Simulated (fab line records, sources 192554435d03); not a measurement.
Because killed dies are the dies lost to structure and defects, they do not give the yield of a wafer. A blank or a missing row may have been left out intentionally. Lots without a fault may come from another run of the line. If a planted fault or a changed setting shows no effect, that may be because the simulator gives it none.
Chamber matching | flow n5Finfet | pecvd-02 running N5_BEOL_M1_ILD_DEP_00: 3 sister chambers
The step deposits SiOC from DEMS/O2, target thk 79 nm, time 15.3 s. 3 wafers are shown with their chamber, then 10 later ones without.

EACH WAFER AND ITS CHAMBER
wafer  | chamber | showerheadPlenumPTorr (Torr)
L085.1 | 1       | 5.669
L087.2 | 0       | 5.720
L087.4 | 2       | 5.680

WAFERS WITHOUT THEIR CHAMBER
wafer  | showerheadPlenumPTorr (Torr)
L087.6 | 5.710
L089.1 | 5.694
L089.3 | 5.686
L089.6 | 5.687
L091.1 | 5.696
L091.4 | 5.721
L091.6 | 5.729
L097.2 | 5.708
L097.3 | 5.693
L097.4 | 5.723

CHAMBER TAKEN BY EACH
wafer  | from the rows above          | in truth
L087.6 | can't be placed: 0 or 2      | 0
L089.1 | can't be placed: 2 or 1 or 0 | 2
L089.3 | can't be placed: 2 or 1      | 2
L089.6 | can't be placed: 2 or 1      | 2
L091.1 | can't be placed: 2 or 0 or 1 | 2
L091.4 | 0                            | 0
L091.6 | 0                            | 0
L097.2 | can't be placed: 0 or 2      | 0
L097.3 | can't be placed: 2 or 1 or 0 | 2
L097.4 | 0                            | 0
3 of 10 placed correctly. From these rows, 7 cannot be placed; in 7 the true chamber is one of the candidates. Wrongly placed: 0.
How it was worked out, from the rows above alone: a wafer's distance from a chamber is the root of the sum, over the readings, of the square of ((its reading less the chamber's mean) divided by the reading's scatter). The wafer belongs to the nearest chamber; if the next one is less than 2 further off, it can't be placed. The mean given for a chamber averages the wafers shown for that chamber. The scatter: root of mean squared gap, hidden wafer to nearest shown wafer, with one shown wafer a chamber.
